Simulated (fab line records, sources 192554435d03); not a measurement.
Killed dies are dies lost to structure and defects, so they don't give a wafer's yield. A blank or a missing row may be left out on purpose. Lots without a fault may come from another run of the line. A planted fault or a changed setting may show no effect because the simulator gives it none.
Chamber matching | flow n5_finfet | N5_BEOL_M9_DEP_56 on pecvd-02: 3 sister chambers
The step deposits SiCN from 3MS/NH3, target thk 15 nm, time 26.5 s. 3 wafers are shown with their chamber, then 8 later ones without.

WAFERS WITH THEIR CHAMBER
wafer  | chamber | throttle_valve_pct (%)
L082.3 | 2       | 8.9
L088.5 | 1       | 9.9
L092.1 | 0       | 8.8

WAFERS WITHOUT THEIR CHAMBER
wafer  | throttle_valve_pct (%)
L092.4 | 9.8
L092.6 | 9.0
L093.1 | 8.8
L093.3 | 9.0
L093.5 | 8.8
L097.2 | 9.9
L097.3 | 8.8
L097.6 | 9.0

WHICH CHAMBER EACH WENT THROUGH
wafer  | from the rows above     | in truth
L092.4 | 1                       | 1
L092.6 | can't be placed: 2 or 0 | 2
L093.1 | can't be placed: 0 or 2 | 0
L093.3 | can't be placed: 2 or 0 | 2
L093.5 | can't be placed: 0 or 2 | 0
L097.2 | 1                       | 1
L097.3 | can't be placed: 0 or 2 | 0
L097.6 | can't be placed: 2 or 0 | 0
Placed correctly: 2 of 8. Can't be placed from these rows: 6 (the true chamber is among the candidates in 6). Placed wrongly: 0.
How it was worked out, from the rows above alone: a wafer's distance from a chamber is the root of the sum, over the readings, of the square of ((its reading less the chamber's mean) divided by the reading's scatter). The wafer belongs to the nearest chamber; if the next one is less than 2 further off, it can't be placed. A chamber's mean is the mean of its shown wafers. The scatter: with one shown wafer a chamber, the root of the mean of the squares of how far each hidden wafer lies from its nearest shown one.
